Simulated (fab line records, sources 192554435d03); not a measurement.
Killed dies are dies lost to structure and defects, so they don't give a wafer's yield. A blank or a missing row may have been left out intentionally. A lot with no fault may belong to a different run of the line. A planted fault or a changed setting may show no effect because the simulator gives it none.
Lot-split experiment    flow n5_finfet    21 wafers read from 7 lots, route of 1938 steps

SPLIT DETAILS
At N5_BEOL_M10_VIA_ETCH_34 (etches SiCOH lowk in C4F6/O2, target depth 184.5 nm, time 69.2 s), the setting source_w was moved away from the recipe's 345 W on 11 of the 21 wafers read, by -9.2% to +17.4%. All remaining wafers had this setting at the recipe value.

The reading comes from the split's own step.

THE READING
rf_vpp_V, in V, at N5_BEOL_M10_VIA_ETCH_34 (etches SiCOH lowk in C4F6/O2, target depth 184.5 nm, time 69.2 s). Fault-free wafers of this fab line usually give 663 V, standard deviation 21 V.

wafer   tool, chamber at the split  source_w as run, W  against the recipe  rf_vpp_V, V  against lot-mates on the recipe
L074.2  rie_diel-05, 0              345                 recipe              657          -
L074.3  rie_diel-05, 1              319.5               -7.4%               727          +70
L074.5  rie_diel-05, 2              319.5               -7.4%               717          +60
L083.2  rie_diel-06, 0              345                 recipe              661          -
L083.4  rie_diel-06, 1              345                 recipe              650          -
L083.6  rie_diel-06, 1              390.5               +13.2%              610          -46
L082.2  rie_diel-01, 1              345                 recipe              640          -
L082.4  rie_diel-01, 2              392.2               +13.7%              614          -26
L082.6  rie_diel-01, 1              392.2               +13.7%              600          -40
L089.3  rie_diel-06, 0              345                 recipe              660          -
L089.4  rie_diel-06, 1              345                 recipe              648          -
L089.5  rie_diel-06, 3              345                 recipe              650          -
L087.2  rie_diel-06, 2              397.9               +15.3%              620          -48
L087.5  rie_diel-06, 1              397.9               +15.3%              604          -64
L087.6  rie_diel-06, 2              345                 recipe              668          -
L091.2  rie_diel-01, 3              405.1               +17.4%              600          -53
L091.3  rie_diel-01, 0              345                 recipe              653          -
L091.4  rie_diel-01, 3              405.1               +17.4%              601          -52
L095.1  rie_diel-01, 1              345                 recipe              650          -
L095.5  rie_diel-01, 2              313.3               -9.2%               686          +36
L095.6  rie_diel-01, 3              313.3               -9.2%               684          +34

THE FIT
A straight line over all 21 wafers: rf_vpp_V changes by -3.71 V for each +1% of source_w; r = -0.92; the points scatter about the line by 15 V.
The same after taking each lot's own level away (the mean of its wafers on the recipe; 21 wafers): -3.76 V for each +1%; r = -0.94; scatter 13 V.
Per that fit: largest source_w move, reading shift of 66 V.
Measured against the standard deviation above, the lots' own levels, which go from 640.0 to 668.0 V, span 1.3 times it.
So the lot-to-lot level changes the slope little: the two slopes agree.
Check: -59.7 V against its lot-mates is what the line predicts for one of the wafers moved furthest among these (+17.4%) when that wafer is left out of the fit. It came out at -53 V against them.
Tool readings at the split's step, against how far the setting was moved: rf_vpp_V r = -0.92.

THESE WAFERS: OTHER SPLITS
These wafers also went through other splits before the reading. Each is held against what the fit with the lots' levels taken away leaves over:
other split on the same wafers  wafers away from the commonest value  r with rf_vpp_V (lot level and that fit taken away)
N5_BEOL_M6_COAT_22 spin_rpm     8                                     -0.21
N5_BEOL_M7_DESCUM_33 time_s     10                                    +0.62
N5_BEOL_M7_VIA_ETCH_34 bias_w   7                                     +0.14
N5_BEOL_M8_DESCUM_16 time_s     11                                    -0.16
N5_BEOL_M8_COAT_22 spin_rpm     5                                     -0.29
N5_BEOL_M10_ILD_DEP_00 time_s   8                                     +0.00
N5_BEOL_M10_EXPOSE_25 dose_mj   5                                     -0.02

THE FILE'S OWN FIT
rf_vpp_V changes by -3.49 V for each +1% of source_w, r = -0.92.
